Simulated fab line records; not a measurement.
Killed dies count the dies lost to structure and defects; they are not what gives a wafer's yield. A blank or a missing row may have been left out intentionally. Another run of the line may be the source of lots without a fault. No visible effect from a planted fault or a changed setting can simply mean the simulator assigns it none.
Which tool did it? | flow nand harc | Sampling: 12 lots, 34 wafers, 4 of 1159 route steps

== WHAT THE GAUGES SHOWED, per wafer ==
The record lacks any reading of a measuring or inspecting step that a usual standard deviation could be used to judge.

== WHICH TOOL RAN EACH LOT (tool, then ch and the chambers of the sampled wafers, then the start) ==
lot  | NHARC_A_CHANNEL_HOLE_D1_ETCH_19  | NHARC_A_CHANNEL_HOLE_D1_ETCH_33  | NHARC_A_CHANNEL_FILL_D1_ALD_02   | NHARC_A_CHANNEL_FILL_D1_ETCHBACK_19
L991 | har etch-01 ch 0,1, day 7 18:02  | har etch-01 ch 0,1, day 7 21:59  | ald hk-03 ch 0,2,3, day 8 00:07  | rie si-05 ch 1,2, day 9 00:42
L994 | har etch-02 ch 0, day 8 18:31    | har etch-02 ch 0, day 8 22:31    | ald hk-01 ch 1,2,3, day 9 05:10  | rie si-05 ch 0,1,3, day 10 05:21
L992 | har etch-01 ch 1, day 8 19:01    | har etch-01 ch 1, day 8 22:59    | ald hk-01 ch 1,2,3, day 9 06:02  | rie si-02 ch 1,2,3, day 10 05:21
L995 | har etch-01 ch 0,1, day 9 04:14  | har etch-01 ch 0,1, day 9 08:13  | ald hk-01 ch 1,2,3, day 9 10:16  | rie si-02 ch 0,2,3, day 10 09:54
L101 | har etch-01 ch 0, day 10 17:13   | har etch-01 ch 0, day 10 21:13   | ald hk-03 ch 0,1, day 11 01:11   | rie si-02 ch 1,2, day 12 01:04
L100 | har etch-02 ch 0,1, day 10 17:51 | har etch-02 ch 0,1, day 10 21:51 | ald hk-03 ch 0,3, day 11 01:37   | rie si-04 ch 0,1, day 12 01:03
L103 | har etch-02 ch 0, day 11 11:55   | har etch-02 ch 0, day 11 15:55   | ald hk-01 ch 1,2, day 11 17:58   | rie si-02 ch 0,1, day 12 17:58
L106 | har etch-02 ch 0,1, day 12 10:17 | har etch-02 ch 0,1, day 12 14:16 | ald hk-04 ch 1,3, day 12 16:49   | rie si-02 ch 0,1, day 13 16:56
L108 | har etch-01 ch 0,1, day 12 20:35 | har etch-01 ch 0,1, day 13 00:34 | ald hk-04 ch 0,1,3, day 13 02:32 | rie si-04 ch 0,2,3, day 14 02:20
L111 | har etch-02 ch 0,1, day 13 04:32 | har etch-02 ch 0,1, day 13 08:32 | ald hk-03 ch 0,1,3, day 13 10:35 | rie si-05 ch 0,1,3, day 14 10:22
L113 | har etch-01 ch 0,1, day 13 11:37 | har etch-01 ch 0,1, day 13 15:34 | ald hk-04 ch 0,1, day 13 17:38   | rie si-05 ch 0,1,3, day 14 20:28
L114 | har etch-02 ch 0,1, day 14 06:05 | har etch-02 ch 0,1, day 14 10:06 | ald hk-01 ch 0,1,2, day 14 12:07 | rie si-04 ch 0,1,3, day 15 12:01
- NHARC_A_CHANNEL_HOLE_D1_ETCH_19: etches the open film in C4F8/O2/Ar, time 34.5 s.
- NHARC_A_CHANNEL_HOLE_D1_ETCH_33: etches the open film in C4F8/O2/Ar, time 90 s, target depth 400 nm.
- NHARC_A_CHANNEL_FILL_D1_ALD_02: deposits SiO2, target thk 6 nm, pulse time 10 s, ald cycles 60.
- NHARC_A_CHANNEL_FILL_D1_ETCHBACK_19: etches the open film in HBr/Cl2, target depth 5 nm, time 1.7 s.

== AS READ BY THE TOOLS THEMSELVES (means over the sampled wafers that have a number; for cases with no such wafer, the mark the record gives instead) ==
NHARC_A_CHANNEL_HOLE_D1_ETCH_19. Usual: bias v 1199 V, standard deviation 12; drypump motor current A 5.2 A, standard deviation 0.42; mfc ar sccm 374.9 sccm, standard deviation 1.1; showerhead plenum p Torr 3.75 Torr, standard deviation 0.12; temp c -20.00 C, standard deviation 0.11; throttle valve pct 37.038 %, standard deviation 0.0083.
lot  | tool        | bias v (V) | drypump motor current A (A) | mfc ar sccm (sccm) | showerhead plenum p Torr (Torr) | temp c (C) | throttle valve pct (%) | flag
L991 | har etch-01 | 1205       | 5.1                         | 376.5              | 3.72                            | -19.86     | 37.033                 |
L994 | har etch-02 | 1207       | 4.8                         | 373.8              | 3.93                            | -19.86     | 37.034                 |
L992 | har etch-01 | 1212       | 5.0                         | 374.1              | 3.66                            | -19.97     | 37.030                 |
L995 | har etch-01 | 1213       | 5.1                         | 374.7              | 3.77                            | -19.91     | 37.036                 |
L101 | har etch-01 | 1200       | 5.1                         | 374.0              | 3.82                            | -19.89     | 37.036                 |
L100 | har etch-02 | 1189       | 5.2                         | 375.8              | 3.82                            | -20.07     | 37.037                 |
L103 | har etch-02 | 1192       | 4.8                         | 377.4              | 3.91                            | -19.91     | 37.040                 |
L106 | har etch-02 | 1197       | 5.6                         | 373.8              | 3.72                            | -20.03     | 37.038                 |
L108 | har etch-01 | 1196       | 5.1                         | 374.8              | 3.69                            | -19.93     | 37.041                 |
L111 | har etch-02 | 1196       | 5.5                         | 374.4              | 3.72                            | -20.09     | 37.040                 |
L113 | har etch-01 | 1195       | 5.1                         | 376.6              | 3.74                            | -20.00     | 37.043                 |
L114 | har etch-02 | 1218       | 5.6                         | 376.1              | 3.71                            | -20.14     | 37.044                 |

NHARC_A_CHANNEL_HOLE_D1_ETCH_33. Usual: bias v 399 V, standard deviation 3.8; drypump motor current A 5.2 A, standard deviation 0.42; mfc ar sccm 375.0 sccm, standard deviation 1.1; showerhead plenum p Torr 3.75 Torr, standard deviation 0.11; temp c -20.00 C, standard deviation 0.11; throttle valve pct 27.620 %, standard deviation 0.0087.
lot  | tool        | bias v (V) | drypump motor current A (A) | mfc ar sccm (sccm) | showerhead plenum p Torr (Torr) | temp c (C) | throttle valve pct (%) | flag
L991 | har etch-01 | 402        | 5.0                         | 373.9              | 3.72                            | -19.93     | 27.621                 |
L994 | har etch-02 | 399        | 4.8                         | 374.8              | 3.92                            | -20.00     | 27.627                 |
L992 | har etch-01 | 403        | 5.0                         | 373.8              | 3.65                            | -20.08     | 27.620                 |
L995 | har etch-01 | 396        | 5.1                         | 373.5              | 3.77                            | -20.02     | 27.622                 |
L101 | har etch-01 | 402        | 5.2                         | 375.1              | 3.82                            | -19.96     | 27.625                 |
L100 | har etch-02 | 402        | 5.2                         | 374.8              | 3.82                            | -20.01     | 27.623                 |
L103 | har etch-02 | 397        | 4.9                         | 374.1              | 3.90                            | -19.92     | 27.628                 |
L106 | har etch-02 | 404        | 5.6                         | 376.0              | 3.72                            | -19.86     | 27.624                 |
L108 | har etch-01 | 399        | 5.1                         | 373.9              | 3.69                            | -20.06     | 27.625                 |
L111 | har etch-02 | 402        | 5.5                         | 375.8              | 3.71                            | -20.00     | 27.626                 |
L113 | har etch-01 | 399        | 5.1                         | 375.7              | 3.74                            | -20.04     | 27.612                 |
L114 | har etch-02 | 402        | 5.6                         | 375.9              | 3.70                            | -19.94     | 27.608                 |

NHARC_A_CHANNEL_FILL_D1_ALD_02. Usual: heater power w 459 W, standard deviation 35; precursor pulse height rel 1.000, standard deviation 0.022.
lot  | tool      | heater power w (W) | precursor pulse height rel | flag
L991 | ald hk-03 | 444                | 1.000                      |
L994 | ald hk-01 | 481                | 0.997                      |
L992 | ald hk-01 | 479                | 1.013                      |
L995 | ald hk-01 | 474                | 1.013                      |
L101 | ald hk-03 | 456                | 1.016                      |
L100 | ald hk-03 | 474                | 1.001                      |
L103 | ald hk-01 | 494                | 1.014                      |
L106 | ald hk-04 | 485                | 0.970                      |
L108 | ald hk-04 | 466                | 0.988                      |
L111 | ald hk-03 | 460                | 1.010                      |
L113 | ald hk-04 | 493                | 1.024                      |
L114 | ald hk-01 | 482                | 1.027                      |

NHARC_A_CHANNEL_FILL_D1_ETCHBACK_19. Usual: drypump motor current A 5.9 A, standard deviation 0.52; oes product au 1.000 a.u., standard deviation 0.0076; throttle valve pct 26.407 %, standard deviation 0.0089.
lot  | tool      | drypump motor current A (A) | oes product au (a.u.) | throttle valve pct (%) | flag
L991 | rie si-05 | 5.8                         | 0.996                 | 26.405                 |
L994 | rie si-05 | 5.6                         | 1.003                 | 26.403                 |
L992 | rie si-02 | 6.3                         | 0.997                 | 26.403                 |
L995 | rie si-02 | 6.0                         | 0.999                 | 26.402                 |
L101 | rie si-02 | 6.2                         | 1.170                 | 26.413                 | OFF
L100 | rie si-04 | 6.0                         | 0.995                 | 26.409                 |
L103 | rie si-02 | 6.2                         | 1.164                 | 26.398                 | OFF
L106 | rie si-02 | 6.3                         | 1.114                 | 26.412                 | OFF
L108 | rie si-04 | 5.8                         | 0.991                 | 26.410                 |
L111 | rie si-05 | 5.6                         | 1.006                 | 26.415                 |
L113 | rie si-05 | 5.5                         | 1.001                 | 26.402                 |
L114 | rie si-04 | 5.9                         | 0.997                 | 26.408                 |

== THE ANSWER, worked out from the rows above alone ==
Rule: lot off if the mean of its wafers having a number is beyond 3 standard deviations from the usual mean. Also off: a lot with no number at a reading for which 4 or more lots have one. Any other lot the step has rows for is counted as sound. The gauges are gone through in route order, then the tools' own readings, and for those a lot's mean is taken as printed above. At the first step where some lot is off, the reading lying furthest off is the one used; lots without a number count as furthest.
Off: L101, L103, L106 (NHARC_A_CHANNEL_FILL_D1_ETCHBACK_19, oes product au).
If a tool, at that step or one of the process steps before it, ran each lot that is off and ran no sound lot following the first of them, it fits. One candidate fits, namely rie si-02 at NHARC_A_CHANNEL_FILL_D1_ETCHBACK_19. A fault onset in the window from L995 (day 10 09:54, its last sound lot) to L101 (day 12 01:04, its first lot off) fits.
The tool's own readings at NHARC_A_CHANNEL_FILL_D1_ETCHBACK_19 bear it out: on the lots that are off they differ by more than 5 times the standard deviation of the sound lots' means. oes product au reads 1.149 a.u. there against 0.998 a.u. on the sound lots.

== WHAT WAS PUT IN BY THE SIMULATOR ==
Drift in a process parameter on rie si-02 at NHARC_A_CHANNEL_FILL_D1_ETCHBACK_19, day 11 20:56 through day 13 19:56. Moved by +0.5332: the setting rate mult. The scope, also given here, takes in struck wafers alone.
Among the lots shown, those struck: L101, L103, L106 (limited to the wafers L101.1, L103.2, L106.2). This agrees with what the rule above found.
